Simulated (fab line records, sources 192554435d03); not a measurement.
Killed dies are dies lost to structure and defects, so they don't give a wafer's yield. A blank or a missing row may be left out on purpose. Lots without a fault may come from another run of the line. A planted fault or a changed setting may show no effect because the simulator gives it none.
Which tool did it? | flow n5_finfet | 24 lots, 72 wafers sampled, at 3 steps of a route of 1938

WHAT THE GAUGES READ, wafer by wafer
N5_BEOL_M1_CD_MEAS_18: pitch 36 nm, target cd 18 nm.
lot  | measured     | on        | cd_nm (nm)
L074 | day 6 01:48  | cd_sem-01 | 17.7 17.2 17.8
L075 | day 6 11:14  | cd_sem-01 | 17.8 17.8 18.0
L076 | day 6 14:47  | cd_sem-02 | 18.0 18.1 18.4
L077 | day 6 16:28  | cd_sem-02 | 18.1 18.5 18.1
L078 | day 7 04:02  | cd_sem-03 | 18.3 17.8 18.1
L079 | day 7 07:35  | cd_sem-01 | 17.7 17.9 18.2
L080 | day 7 12:31  | cd_sem-03 | 18.0 18.5 18.1
L081 | day 7 20:26  | cd_sem-02 | 18.0 17.8 17.9
L082 | day 8 00:55  | cd_sem-03 | 17.6 18.3 18.4
L083 | day 8 08:46  | cd_sem-01 | 18.7 18.1 18.5
L084 | day 8 19:40  | cd_sem-02 | 17.8 18.0 18.3
L085 | day 8 19:48  | cd_sem-01 | 18.4 18.6 18.2
L087 | day 9 13:59  | cd_sem-03 | 18.1 18.3 18.3
L088 | day 9 17:47  | cd_sem-02 | 17.5 18.3 17.6
L086 | day 9 20:21  | cd_sem-01 | 18.0 17.7 18.5
L089 | day 9 20:34  | cd_sem-01 | 17.9 17.5 17.4
L090 | day 10 03:16 | cd_sem-01 | 18.2 18.2 18.3
L091 | day 10 09:26 | cd_sem-02 | 18.0 17.9 17.9
L092 | day 10 14:55 | cd_sem-03 | 17.8 17.6 18.0
L093 | day 10 17:46 | cd_sem-03 | 17.9 18.3 18.6
L094 | day 11 06:18 | cd_sem-02 | 18.1 18.1 18.5
L096 | day 11 09:35 | cd_sem-03 | 17.6 18.4 18.3
L095 | day 11 13:56 | cd_sem-02 | 18.2 17.7 18.1
L097 | day 11 18:46 | cd_sem-01 | 18.5 17.6 18.0

N5_BEOL_M1_OVL_MEAS_29.
lot  | measured     | on         | V0_OVL (nm)
L074 | day 6 02:10  | overlay-01 | -0.5 -0.5 -1.9
L075 | day 6 11:35  | overlay-02 | -0.2 0.7 0.6
L076 | day 6 15:08  | overlay-02 | -1.0 0.5 -0.2
L077 | day 6 16:50  | overlay-02 | -0.5 0.2 -0.1
L078 | day 7 04:35  | overlay-01 | -0.8 0.9 0.0
L079 | day 7 08:04  | overlay-02 | 0.0 -0.6 -0.5
L080 | day 7 12:59  | overlay-01 | -0.1 1.1 1.1
L081 | day 7 20:47  | overlay-02 | -0.4 -0.9 -1.6
L082 | day 8 01:16  | overlay-02 | 0.5 0.5 0.4
L083 | day 8 09:07  | overlay-02 | -1.0 -1.1 0.0
L084 | day 8 20:01  | overlay-01 | -0.6 -0.6 -0.6
L085 | day 8 20:10  | overlay-02 | 0.2 0.1 -0.6
L087 | day 9 14:21  | overlay-02 | 0.3 0.2 -0.2
L088 | day 9 18:08  | overlay-02 | -0.3 0.6 0.2
L086 | day 9 20:42  | overlay-02 | -0.1 1.0 -0.5
L089 | day 9 20:58  | overlay-02 | 0.5 0.2 0.3
L090 | day 10 03:37 | overlay-02 | 0.2 -0.4 0.3
L091 | day 10 09:47 | overlay-01 | 0.8 -0.3 0.0
L092 | day 10 15:21 | overlay-01 | -0.6 0.0 0.7
L093 | day 10 18:07 | overlay-01 | -0.1 -0.6 -1.7
L094 | day 11 06:39 | overlay-01 | -0.1 -0.2 -0.1
L096 | day 11 09:56 | overlay-01 | 0.4 -0.9 0.5
L095 | day 11 14:19 | overlay-01 | 0.8 0.7 -0.1
L097 | day 11 19:07 | overlay-01 | -0.3 0.7 0.1

WHICH TOOL RAN EACH LOT (tool, then ch and the chambers of the sampled wafers, then the start)
lot  | N5_BEOL_M1_ETCH_63
L074 | rie_diel-06 ch 0,1, day 6 01:25
L075 | rie_diel-02 ch 1,2,3, day 6 10:51
L076 | rie_diel-04 ch 1,2,3, day 6 14:25
L077 | rie_diel-02 ch 0,1,2, day 6 16:05
L078 | rie_diel-02 ch 0,1,2, day 7 03:39
L079 | rie_diel-02 ch 0,2,3, day 7 07:12
L080 | rie_diel-02 ch 1,2,3, day 7 12:08
L081 | rie_diel-06 ch 0,1,2, day 7 19:49
L082 | rie_diel-02 ch 1,2,3, day 8 00:22
L083 | rie_diel-04 ch 0,1,2, day 8 08:23
L084 | rie_diel-06 ch 0,2, day 8 19:14
L085 | rie_diel-04 ch 0,2,3, day 8 19:25
L087 | rie_diel-04 ch 1,2,3, day 9 13:27
L088 | rie_diel-06 ch 0,1, day 9 17:23
L086 | rie_diel-06 ch 0,1,2, day 9 19:58
L089 | rie_diel-06 ch 1,2,3, day 9 20:12
L090 | rie_diel-02 ch 0,1,3, day 10 02:52
L091 | rie_diel-06 ch 0,1, day 10 09:04
L092 | rie_diel-06 ch 0,2,3, day 10 14:26
L093 | rie_diel-04 ch 0,1,3, day 10 17:23
L094 | rie_diel-02 ch 0,1,2, day 11 05:55
L096 | rie_diel-06 ch 0,1, day 11 09:05
L095 | rie_diel-04 ch 2,3, day 11 13:34
L097 | rie_diel-02 ch 1,2, day 11 18:23
- N5_BEOL_M1_ETCH_63: etches SiARC in CF4, target depth 15.6 nm, time 26 s.

WHAT THE TOOLS THEMSELVES READ (means of the sampled wafers that have a number; where no wafer has one, the mark that the record gives instead)
N5_BEOL_M1_ETCH_63.
lot  | tool        | drypump_motor_current_A (A) | etch_rf_on_time_s (s) | oes_product_au (a.u.) | rf_vpp_V (V) | showerhead_plenum_p_Torr (Torr) | throttle_valve_pct (%)
L074 | rie_diel-06 | 6.0                         | 25.9                  | 0.72                  | 183.2        | 2.08                            | 15.38
L075 | rie_diel-02 | 6.0                         | 25.8                  | 0.74                  | 184.3        | 2.21                            | 15.42
L076 | rie_diel-04 | 5.7                         | 25.6                  | 0.71                  | 183.9        | 2.13                            | 15.65
L077 | rie_diel-02 | 5.7                         | 25.9                  | 0.71                  | 185.1        | 2.20                            | 15.63
L078 | rie_diel-02 | 5.7                         | 26.1                  | 0.70                  | 184.6        | 2.19                            | 15.64
L079 | rie_diel-02 | 5.8                         | 25.6                  | 0.69                  | 184.3        | 2.20                            | 15.63
L080 | rie_diel-02 | 6.0                         | 26.1                  | 0.72                  | 184.8        | 2.21                            | 15.43
L081 | rie_diel-06 | 5.9                         | 26.3                  | 0.69                  | 183.3        | 2.13                            | 15.45
L082 | rie_diel-02 | 6.0                         | 26.3                  | 0.72                  | 185.3        | 2.21                            | 15.44
L083 | rie_diel-04 | 5.5                         | 26.4                  | 0.70                  | 183.6        | 2.10                            | 15.54
L084 | rie_diel-06 | 5.7                         | 26.3                  | 0.65                  | 184.0        | 2.11                            | 15.61
L085 | rie_diel-04 | 5.6                         | 25.4                  | 0.76                  | 183.5        | 2.11                            | 15.49
L087 | rie_diel-04 | 5.6                         | 25.6                  | 0.69                  | 184.2        | 2.13                            | 15.68
L088 | rie_diel-06 | 6.0                         | 26.3                  | 0.68                  | 183.2        | 2.07                            | 15.42
L086 | rie_diel-06 | 5.9                         | 26.6                  | 0.67                  | 184.1        | 2.12                            | 15.47
L089 | rie_diel-06 | 5.9                         | 26.2                  | 0.69                  | 184.9        | 2.18                            | 15.40
L090 | rie_diel-02 | 5.5                         | 25.8                  | 0.70                  | 184.6        | 2.26                            | 15.47
L091 | rie_diel-06 | 5.8                         | 26.4                  | 0.64                  | 182.2        | 2.05                            | 15.58
L092 | rie_diel-06 | 5.7                         | 26.3                  | 0.65                  | 184.6        | 2.16                            | 15.56
L093 | rie_diel-04 | 5.7                         | 25.8                  | 0.71                  | 183.8        | 2.13                            | 15.56
L094 | rie_diel-02 | 5.7                         | 25.9                  | 0.68                  | 185.3        | 2.18                            | 15.71
L096 | rie_diel-06 | 6.0                         | 26.1                  | 0.68                  | 183.3        | 2.07                            | 15.46
L095 | rie_diel-04 | 5.8                         | 25.2                  | 0.73                  | 184.2        | 2.13                            | 15.67
L097 | rie_diel-02 | 5.9                         | 26.2                  | 0.71                  | 185.1        | 2.19                            | 15.50

THE ANSWER, worked out from the rows above alone
Rule: what is usual is taken from the lots themselves. Put in order of their means at a reading, lots are off if they are a third of the lots or fewer, leave a main group of 4 or more, and stand apart from it by a gap of 3 or more times the standard deviation of the main group's means; of several such gaps the widest counts. A main group whose means are all the same, to the digits that the tables above print for the reading, isn't used. A lot without any number at a reading at which 4 lots or more have one is off too. The other lots that the step has rows for count as sound. The gauges are gone through in route order, then the tools' own readings, and for those a lot's mean is taken as printed above. The first step at which some lot is off is used, and at that step the reading that is off furthest; a lot without a number counts as furthest.
No lot is off at any reading shown: from this, nothing can be told.

WHAT THE SIMULATOR HAD PUT IN
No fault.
